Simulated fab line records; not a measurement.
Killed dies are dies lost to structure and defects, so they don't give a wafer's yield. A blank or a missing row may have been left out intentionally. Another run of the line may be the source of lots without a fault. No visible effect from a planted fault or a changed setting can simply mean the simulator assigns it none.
A lot that was struck, set against a sound lot / flow n5Finfet / 37 out of 1938 route steps
Sound: these wafers, L344.2, L344.3, L344.6. Wafers L354.2, L354.5, L354.6 were the ones struck. The cause is named last.
Order at every step that has rows: each side's tool, ch and its chambers, its first start. Under that, the readings that differ: sound wafers / struck wafers / difference of the means / sigmas: that difference in standard deviations of wafers without a fault.
alike: readings whose means differ by less than 2 such deviations, and words and numbers that are the same on both sides. not compared: withheld readings, readings that some wafer has no value for, bounds like >300 that may hide the same value, and numbers for which the record gives no deviation and whose values overlap.
The two part at a step that has a row with sigmas, a row that says differs or no value, or rows on one side only. Numbers that have no deviation but don't overlap get no sigmas and don't part them. Lack of a reading on every wafer of one side parts them only where that side has two or more wafers.

first, 9 steps without rows for these wafers: N5_BEOL_M6_DESCUM_33 (chemistry O2, time 7 s); N5_BEOL_M6_ETCH_72 (etches underlayer in N2/H2, target depth 6.5 nm, time 5.2 s); N5_BEOL_M6_ETCH_65 (etches SiARC in CF4, target depth 15.6 nm, time 26 s); N5_BEOL_M6_ETCH_66 (etches SOC in N2/H2, target depth 80 nm, overetch 16 nm, time 120 s); N5_BEOL_M6_STRIP_69 (strips in N2/H2); N5_BEOL_M6_STRIP_73 (strips in N2/H2); N5_BEOL_M6_VIA_ETCH_34 (etches SiCOH lowk in C4F6/O2, target depth 126.3 nm, time 50.9 s); N5_BEOL_M6_STRIP_76 (strips in C4F6/O2); N5_BEOL_M6_STRIP_36 (strips in N2/H2).
N5_BEOL_M6_TRENCH_ETCH_37: etches SiCOH lowk in C4F6/O2, target depth 94.435 nm, time 31.5 s.
  sound on rieDiel-03 ch 1,3, day 10 06:35; struck on rieDiel-03 ch 0,1,3, day 12 19:53
reading=oes_f_703_au (a.u.); sound=0.82 0.92 0.91; struck=1.03 1.14 1.02; difference=+0.18; sigmas=+2
reading=rfFwdPowerW (W); sound=340.8 340.3 341.1; struck=421.7 423.8 424.9; difference=+82.7; sigmas=+55
reading=rfVppV (V); sound=670 687 687; struck=601 616 593; difference=-78; sigmas=-6
reading=model.BEOL_M6.featureDepthNm (nm); sound=95.2 96.4 95.8; struck=104.6 106.2 104.2; difference=+9.2; sigmas=
reading=model.etch.depthNm (nm); sound=95.2 96.5 95.9; struck=104.5 106.1 104.1; difference=+9.0; sigmas=
  alike: drypumpMotorCurrentA, oes_o_777_au, oesProductAu, showerheadPlenumPTorr, throttleValvePct
  not compared: rfHoursCounterH
then, 2 steps without rows for these wafers: N5_BEOL_M6_ETCH_41 (etches SiCN in CH3F/O2, target depth 29.7 nm, time 52 s); N5_BEOL_M6_STRIP_80 (strips in N2/H2, time 10 s).
N5_BEOL_M6_OCD_MEAS_38:
  struck on ocd-02, day 12 20:02; sound on ocd-02, day 10 06:44
reading=trenchDepthNm (nm); sound=94.8 96.1 95.8; struck=104.6 106.3 103.8; difference=+9.3; sigmas=+6
then, 13 steps without rows for these wafers: N5_BEOL_M6_HM_STRIP_39 (strips TiN in peroxide tin strip, target depth 25 nm, time 158 s); N5_BEOL_M6_SRD_40 (time 30 s); N5_BEOL_M6_PRECLEAN_42 (cleans in residue remover, time 60 s); N5_BEOL_M6_SRD_43 (time 30 s); N5_BEOL_M6_CURE_75 (cures SiCOH lowk, time 120 s); N5_BEOL_M6_DEGAS_44 (time 60 s); N5_BEOL_M6_PRE_CLEAN_45 (time 30 s); N5_BEOL_M6_ALD_77 (deposits TaN, target thk 2 nm, pulse time 2 s, purge time 3 s); N5_BEOL_M6_SURFACE_TREAT_79; N5_BEOL_M6_CVD_78 (deposits Co from CCTBA/H2, target thk 2 nm, time 142.3 s); N5_BEOL_M6_SPUTTER_48 (material Cu, target thk 10 nm, time 1.667 s); N5_BEOL_M6_ECD_50 (material Cu, target thk 300 nm); N5_BEOL_M6_ANNEAL_51 (time 90 s).
N5_BEOL_M6_CMP_52: polishes, stops on SiCOH lowk, t overpolish 6.9 s, target thk 80 nm.
  sound on cmp-01 ch 0,1,3, day 10 08:56; struck on cmp-03 ch 0,1,3, day 12 23:37
reading=model.Cu_of_BEOL_M6_ECD_50.thkNm (nm); sound=79.6 81 81.4; struck=92.6 92.8 88.8; difference=+10.7; sigmas=
  alike: barrierFieldEndpointS, clearingPlatenRpm, headPressurePsi, motorCurrentA, overpolishRunS, retainingRingPressureFrac, timeToEndpointS
N5_BEOL_M6_THK_MEAS_53: measures by xrf.
  struck on filmMetro-02, day 12 23:50; sound on filmMetro-02, day 10 09:09
reading=M6_THK (nm); sound=79.0 80.4 81.4; struck=91.0 90.9 87.3; difference=+9.5; sigmas=+5
then, 2 steps without rows for these wafers: N5_BEOL_M6_PRE_CLEAN_55 (time 15 s); N5_BEOL_M6_DEP_56 (deposits SiCN from 3MS/NH3, target thk 10 nm, time 17.5 s).
N5_BEOL_M6_RS_MEAS_57: measurement is done with a four-point probe.
  struck on filmMetro-02, day 12 23:58; sound on filmMetro-02, day 10 09:17
reading=M6_RS (ohm/sq); sound=0.287 0.281 0.280; struck=0.241 0.240 0.253; difference=-0.038; sigmas=-5
then, 5 steps without rows for these wafers: N5_BEOL_M7_ILD_DEP_00 (deposits SiCOH lowk from DEMS/porogen, target thk 179.75 nm, time 33.4 s); N5_BEOL_M7_CURE_74 (cures SiCOH lowk, time 240 s); N5_BEOL_M7_PECVD_70 (deposits SiO2 from TEOS/O2, target thk 20 nm, time 22.7 s); N5_BEOL_M7_HM_DEP_02 (deposits TiN, target thk 20 nm); N5_BEOL_M7_COAT_59 (time 60 s, resist thk 100 nm).
-- here the record skips 3 days between the struck wafers' starts before and after, leaving off in module BEOL_M7 and picking up in module BEOL_M15 (first step shown: number 1830 of the route) --
N5_BEOL_M15_RC_MEAS_101:
  sound on prober-01 ch 0, day 12 22:36; struck on prober-02 ch 0, day 16 01:17
reading=COMB_M13 (S/m); sound=3.8e-12 2.5e-12 4.2e-12; struck=7.7e-12 5.4e-12 6.4e-12; difference=+3.0e-12; sigmas=+3
reading=COMB_M14 (S/m); sound=2.9e-12 2.9e-12 2.6e-12; struck=4.5e-12 5.2e-12 4.2e-12; difference=+1.8e-12; sigmas=+2
reading=SERP_M12 (ohm/um); sound=0.642 0.654 0.639; struck=0.622 0.605 0.623; difference=-0.028; sigmas=-2
reading=SERP_M6 (ohm/um); sound=14.8 14.2 13.9; struck=11.7 11.4 11.5; difference=-2.8; sigmas=-5
reading=SERP_M6_max_site (ohm/um); sound=15.4 14.9 14.4; struck=12.1 11.6 11.9; difference=-3.0; sigmas=-5
  alike: COMB_M10, COMB_M11, COMB_M11_max_site, COMB_M12, COMB_M15, COMB_M5, COMB_M6, COMB_M7, COMB_M8, COMB_M8_max_site, COMB_M9, SERP_M10, SERP_M11, SERP_M13, SERP_M14, SERP_M5, SERP_M7, SERP_M8, SERP_M9

== WHERE THEY PART ==
Last at N5_BEOL_M15_RC_MEAS_101 as far as this record goes, first at N5_BEOL_M6_TRENCH_ETCH_37.

WHY: what the simulator had put in
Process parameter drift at N5_BEOL_M6_TRENCH_ETCH_37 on rieDiel-03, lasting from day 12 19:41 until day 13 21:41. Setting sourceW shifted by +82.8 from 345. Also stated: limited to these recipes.
